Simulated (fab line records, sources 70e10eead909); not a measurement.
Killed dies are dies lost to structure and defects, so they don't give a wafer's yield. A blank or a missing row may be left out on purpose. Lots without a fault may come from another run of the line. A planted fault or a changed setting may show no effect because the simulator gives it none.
fab line records | flow nand_harc
record lots=13 wafers=39 last_day=33
route steps=1302 shown A_CHANNEL_HOLE_D2@571 THIN_TSV@1273 END@1302
lots that met no fault: from a run of the same line without faults
start_h: hours from the record's first day to the start of the lot's first wafer shown | wait_h: hours since the lot's step before | " the same as in the row above | L1.1+2: a row that stands for several wafers | - no value, or no start given | * or withheld: withheld | < > ~ a bound
route shown NAME@n: a module of which the file shows steps, and the number in the route of the first | usual: mean/standard deviation of fault-free wafers | same: alike in all rows | chamber/n: place in a boat | sites: the reading at each site | _std_site: their standard deviation | _edge_site: outer sites' mean less inner sites' | radius_mm: how far each site lies from the wafer's centre | mask NAME#n: copy n | behind: the tool/chamber that last shaped the wafer | hold: why the lot was held/for how many hours/how that ended | device: the transistor (n, p or np) that didn't switch | end of line: the same wafers' tests at the end of the route | a step without rows: its recipe alone | killed: dies lost to structure and defects at the first sort, not the wafer's yield | map: a wafer's dies, x killed, . not, _ none there
set.NAME: the setting as run; set.NAME@STEP: as run at that earlier step | model.NAME: the simulator's own value behind a step, which no gauge read
steps of the route over a sample of lots; a table a step, a row a wafer
services: from which hour (start_h, from the record's first day; less than 0 if before it) a tool's chamber was out of use, for how many hours, and why
## steps
# step NHARC_A_CHANNEL_HOLE_D2_DEP_01
# recipe target_thk_a=1400 target_thk_nm=140 temp_c=400 pressure_torr=3.5 flow_sccm=200 rf_w=350 material=SiON
# usual chamber_pressure_Torr=3.499/0.0076 heater_power_w=766/100
# columns lot.wafer tool chamber start_h wait_h chamber_pressure_Torr heater_power_w
L943.2 pecvd-04 1 284.22 1.3 3.504 1002
L943.6 " 0 " " 3.507 843
L943.5 " 2 " " 3.503 554
L944.2 pecvd-04 2 298.07 1.3 3.491 596
L944.6 " 1 " " 3.501 855
L944.5 " 0 " " 3.493 676
L945.2 pecvd-03 1 318.56 1.4 3.510 733
L945.1 " 2 " " 3.486 962
L945.6 " 2 " " 3.493 977
L947.2 pecvd-03 1 327.19 1.3 3.506 705
L947.4 " 1 " " 3.485 721
L947.3 " 2 " " 3.496 945
L946.3 pecvd-04 0 327.33 1.0 3.503 825
L946.1 " 1 " " 3.500 921
L946.5 " 2 " " 3.499 640
L949.3 pecvd-02 1 351.94 1.0 3.499 647
L949.5 " 2 " " 3.502 829
L949.6 " 1 " " 3.499 664
L950.4 pecvd-02 1 352.42 0.7 3.505 754
L950.6 " 2 " " 3.499 796
L950.5 " 0 " " 3.487 753
L958.1 pecvd-04 2 444.66 1.6 3.502 697
L958.5 " 2 " " 3.512 691
L958.4 " 0 " " 3.505 812
L961.2 pecvd-04 0 464.02 1.3 3.485 861
L961.5 " 0 " " 3.499 896
L961.4 " 2 " " 3.495 602
L962.5 pecvd-02 0 481.91 0.4 3.501 726
L962.4 " 1 " " 3.490 714
L962.6 " 2 " " 3.478 796
L963.1 pecvd-02 2 501.02 1.6 3.490 692
L963.6 " 0 " " 3.499 758
L963.4 " 2 " " 3.500 717
L964.1 pecvd-03 2 504.82 1.7 3.500 893
L964.3 " 0 " " 3.508 687
L964.6 " 0 " " 3.506 677
L965.1 pecvd-02 0 505.65 1.7 3.502 777
L965.4 " 2 " " 3.490 697
L965.6 " 1 " " 3.497 705
# step NHARC_THIN_TSV_PVD_51
# recipe target_thk_a=1000 chamber_pressure_pa=5 material=Cu
# usual throttle_valve_pct=30.7/1.1
# columns lot.wafer tool chamber start_h wait_h throttle_valve_pct
L943.2 pvd_sputter-01 - - - 29.8
L943.5 " - " " 31.6
L943.6 " - " " 29.5
L944.2 pvd_sputter-01 - - - 29.7
L944.6 " - " " 29.9
L944.5 " - " " 30.6
L945.1 pvd_sputter-02 - - - 31.8
L945.2 " - " " 31.1
L945.6 " - " " 32.0
L946.3 pvd_sputter-03 - - - 30.4
L946.1 " - " " 28.5
L946.5 " - " " 28.3
L947.4 pvd_sputter-02 - - - 32.1
L947.3 " - " " 31.4
L947.2 " - " " 29.9
L949.3 pvd_sputter-02 - - - 31.8
L949.5 " - " " 32.2
L949.6 " - " " 32.6
L950.4 pvd_sputter-03 - - - 30.0
L950.5 " - " " 28.5
L950.6 " - " " 30.9
L958.4 pvd_sputter-02 - - - 32.1
L958.1 " - " " 31.3
L958.5 " - " " 29.5
L961.2 pvd_sputter-02 - - - 31.3
L961.4 " - " " 32.1
L961.5 " - " " 31.5
L962.4 pvd_sputter-02 - - - 31.1
L962.5 " - " " 29.7
L962.6 " - " " 31.7
L963.4 pvd_sputter-01 - - - 31.7
L963.1 " - " " 29.7
L963.6 " - " " 31.3
L964.1 pvd_sputter-01 - - - 31.4
L964.3 " - " " 28.7
L964.6 " - " " 30.7
L965.1 pvd_sputter-03 - - - 28.5
L965.4 " - " " 29.9
L965.6 " - " " 29.0
# step NHARC_THIN_TSV_ETCH_59
# recipe target_depth_a=8800 icp_w=900 bias_w=100 Cl2_flow_sccm=60 bcl3_flow_sccm=30 time_s=138.1 chemistry=Cl2/BCl3
# usual bcl3_flow_sccm=29.99/0.092 drypump_motor_current_A=5.7/0.57 oes_product_au=0.992/0.01 throttle_valve_pct=22.263/0.0093
# columns lot.wafer tool chamber start_h wait_h bcl3_flow_sccm drypump_motor_current_A oes_product_au rf_hours_counter_h throttle_valve_pct
L943.2 rie_metal-03 0 544.42 0.1 29.96 5.8 1.003 0.3 22.256
L943.5 " 0 " " 29.87 5.8 1.011 - 22.256
L943.6 " 1 " " 29.83 5.7 0.995 - 22.257
L944.2 rie_metal-01 1 558.67 0.2 30.04 6.4 0.985 2.5 22.275
L944.5 " 0 " " 29.97 5.4 0.996 - 22.261
L944.6 " 1 " " 30.06 6.4 1.006 - 22.270
L945.1 rie_metal-02 0 579.07 0.1 30.02 4.9 0.992 2.3 22.264
L945.2 " 1 " " 29.86 6.2 1.009 1.9 22.265
L945.6 " 1 " " 29.96 6.2 1.019 - 22.259
L946.1 rie_metal-02 1 583.54 0.1 29.88 6.1 1.008 2.1 22.249
L946.3 " 1 " " 29.85 6.2 0.998 - 22.249
L946.5 " 0 " " 29.98 4.9 0.996 - 22.274
L947.2 rie_metal-01 0 584.80 0.1 30.00 5.4 0.976 0.0 22.251
L947.3 " 0 " " 29.98 5.4 0.986 - 22.261
L947.4 " 1 " " 29.78 6.4 0.982 - 22.265
L949.3 rie_metal-01 0 618.37 0.2 29.94 5.4 0.991 - 22.255
L949.6 " 1 " " 30.09 6.4 0.988 - 22.250
L949.5 " 0 " " 30.12 5.4 0.988 - 22.267
L950.4 rie_metal-02 0 622.46 0.2 29.94 4.9 0.998 - 22.270
L950.6 " 1 " " 29.98 6.2 1.007 - 22.251
L950.5 " 0 " " 30.04 4.8 1.008 - 22.261
L958.1 rie_metal-02 0 701.59 0.1 29.87 4.9 0.993 1.0 22.263
L958.4 " 0 " " 29.90 4.9 0.994 - 22.271
L958.5 " 1 " " 30.08 6.2 0.995 - 22.245
L961.2 rie_metal-02 0 725.97 0.1 30.02 4.9 0.998 1.5 22.275
L961.4 " 0 " " 30.01 4.9 1.009 - 22.275
L961.5 " 1 " " 30.11 6.2 1.000 - 22.259
L962.4 rie_metal-02 0 752.82 0.2 29.80 4.9 1.002 - 22.254
L962.6 " 1 " " 29.89 6.2 0.995 - 22.262
L962.5 " 0 " " 29.79 4.9 1.004 - 22.270
L963.1 rie_metal-03 0 753.81 0.1 30.10 5.8 0.994 0.9 22.268
L963.4 " 0 " " 29.89 5.7 0.987 - 22.268
L963.6 " 1 " " 29.87 5.7 0.987 - 22.273
L964.1 rie_metal-02 1 768.91 0.2 30.08 6.2 0.991 2.5 22.262
L964.3 " 0 " " 29.90 4.9 0.990 - 22.270
L964.6 " 1 " " 29.99 6.2 0.983 - 22.255
L965.1 rie_metal-01 1 786.64 0.1 29.94 6.4 0.980 0.1 22.260
L965.4 " 0 " " 29.97 5.4 1.003 - 22.242
L965.6 " 0 " " 30.01 5.4 1.018 - 22.263
# step NHARC_THIN_TSV_ETCH_36
# recipe target_depth_a=650 over_etch_frac=0.3 time_s=18.571 ion_energy_ev=150 chemistry=Cl2/BCl3
# usual drypump_motor_current_A=5.7/0.57 oes_product_au=0.993/0.0093
# columns lot.wafer tool chamber start_h wait_h drypump_motor_current_A oes_product_au rf_hours_counter_h
L943.2 rie_metal-03 1 544.67 0.2 5.7 0.989 0.5
L943.5 " 1 " " 5.7 1.000 -
L943.6 " 0 " " 5.8 0.996 -
L944.2 rie_metal-01 1 558.89 0.2 6.4 1.007 2.6
L944.5 " 0 " " 5.4 0.986 -
L944.6 " 1 " " 6.4 1.001 -
L945.1 rie_metal-02 0 579.32 0.2 4.9 1.004 2.5
L945.2 " 1 " " 6.2 1.016 2.0
L945.6 " 0 " " 4.9 0.998 -
L946.1 rie_metal-02 1 583.81 0.2 6.2 1.015 2.3
L946.3 " 1 " " 6.2 1.010 -
L946.5 " 1 " " 6.1 1.002 -
L947.2 rie_metal-01 0 585.06 0.2 5.4 0.990 0.2
L947.3 " 1 " " 6.4 0.992 -
L947.4 " 0 " " 5.4 0.980 -
L949.3 rie_metal-01 0 618.54 0.1 5.4 0.992 -
L949.5 " 1 " " 6.4 0.993 -
L949.6 " 0 " " 5.4 0.997 -
L950.4 rie_metal-02 1 622.63 0.1 6.2 1.003 -
L950.5 " 0 " " 4.9 1.001 -
L950.6 " 1 " " 6.2 1.008 -
L958.1 rie_metal-02 1 701.85 0.2 6.2 0.980 1.2
L958.4 " 0 " " 4.9 0.984 -
L958.5 " 0 " " 4.9 0.991 -
L961.2 rie_metal-02 0 726.20 0.2 4.8 1.003 1.6
L961.4 " 0 " " 4.8 0.992 -
L961.5 " 1 " " 6.2 0.990 -
L962.4 rie_metal-02 1 752.99 0.1 6.2 0.992 -
L962.5 " 0 " " 4.9 1.000 -
L962.6 " 1 " " 6.2 0.986 -
L963.1 rie_metal-03 1 754.04 0.2 5.7 0.989 1.0
L963.4 " 0 " " 5.8 0.990 -
L963.6 " 1 " " 5.6 0.996 -
L964.1 rie_metal-02 0 769.14 0.2 4.9 0.991 2.6
L964.3 " 0 " " 4.9 0.983 -
L964.6 " 1 " " 6.2 0.990 -
L965.1 rie_metal-01 0 786.87 0.2 5.4 1.006 0.3
L965.4 " 1 " " 6.4 0.991 -
L965.6 " 0 " " 5.4 0.998 -
# step NHARC_END_SORT_01
# recipe temp_c=25
# usual killed_at_array=59/20 killed_at_other=0.8/1.2 killed_at_periphery=3.5/2.2 killed_dies=63/20 killed_open=3.3/1.8 killed_short=2.6/1.7
# same gross_dies=677
# columns lot.wafer tool chamber start_h wait_h killed_at_array killed_at_other killed_at_periphery killed_dies killed_open killed_short
L961.2 prober-01 0 736.17 2.8 227 0 6 233 4 5
L961.4 prober-01 0 737.77 3.4 82 0 5 87 2 3
L961.5 prober-01 0 738.57 3.7 131 0 8 139 5 3
# killed by level:class
L961.2 A_CHANNEL_HOLE_D2:area_dep=136 A_CHANNEL_HOLE_D1:chamber_film_flake=29 A_SLIT:chamber_film_flake=26 A_CHANNEL_HOLE_D2:chamber_film_flake=21 A_SGD_CUT:chamber_film_flake=3 A_WL_FILL:chamber_film_flake=2 A_CONTACT:chamber_film_flake=2 P_STI:geometric_particle:short=1
L961.4 A_CHANNEL_HOLE_D1:chamber_film_flake=36 A_SLIT:chamber_film_flake=26 A_CHANNEL_HOLE_D2:chamber_film_flake=15 A_WL_FILL:geometric_particle:open=2 P_ZERO_WELL:chamber_film_flake=2 P_BONDPAD:chamber_film_flake=2 A_SOURCE_PLATE:geometric_particle:short=1 A_CHANNEL_FILL_D1:geometric_particle:short=1
L961.5 A_CHANNEL_HOLE_D2:area_dep=44 A_CHANNEL_HOLE_D1:chamber_film_flake=35 A_SLIT:chamber_film_flake=27 A_CHANNEL_HOLE_D2:chamber_film_flake=16 P_BONDPAD:chamber_film_flake=3 P_M0:geometric_particle:open=2 P_ZERO_WELL:chamber_film_flake=2 A_STAIRCASE:chamber_film_flake=2
## services
# columns tool chamber start_h hours kind
pecvd-04 - 269.00 13.0 pm
rie_metal-02 - 277.00 9.0 pm
pvd_sputter-02 - 283.67 10.0 pm
rie_metal-02 1 297.22 5.8 repair
pecvd-02 0 315.20 5.0 repair
pecvd-04 2 329.42 7.9 repair
pecvd-04 1 333.64 13.7 repair
pecvd-04 - 346.13 3.6 repair
pecvd-04 - 377.37 1.3 repair
rie_metal-01 - 398.00 9.0 pm
pecvd-02 - 408.00 13.0 pm
rie_metal-01 - 448.63 0.9 repair
rie_metal-02 1 457.22 14.3 repair
pvd_sputter-02 - 461.67 10.0 pm
pvd_sputter-02 - 482.26 0.6 repair
pvd_sputter-02 - 514.88 1.3 repair
rie_metal-01 - 517.32 0.3 repair
rie_metal-01 - 575.06 9.0 pm
rie_metal-02 - 631.05 9.0 pm
pvd_sputter-02 - 639.67 10.0 pm
rie_metal-01 - 660.35 0.4 repair
rie_metal-01 - 705.38 1.4 repair
rie_metal-01 - 752.06 9.0 pm
pvd_sputter-02 - 768.80 4.0 repair
## key
first_sign step=NHARC_END_SORT_01 reading=killed_dies direction=up sigmas=6.2 usual=63 struck=186
effect step=NHARC_END_SORT_01 reading=killed_at_array direction=up sigmas=6.1 usual=59 struck=179
more_kills_born_at NHARC_A_CHANNEL_HOLE_D2_DEP_01@pecvd-04=180
met_at NHARC_A_CHANNEL_HOLE_D2_DEP_01
struck_lots L961
struck_wafers L961.2,L961.5
tester_left_out L961
not_acting_at NHARC_THIN_TSV_PVD_51,NHARC_THIN_TSV_ETCH_59,NHARC_THIN_TSV_ETCH_36
onset_between 444.66 464.02
fault kind=process_parameter_drift tool=pecvd-04 chamber=0 onset_h=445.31 steps=NHARC_A_CHANNEL_HOLE_D2_DEP_01 channel=target_thk_a offset=* shape=step end_h=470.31 acts_in=* stated=*
# tester_left_out: of these lots the tester's yield and bins aren't shown, on N5 and GAA mostly nor the transistor test; their killed dies are dies lost to structure and defects alone, not to doping, threshold or leakage, so they don't give the yield
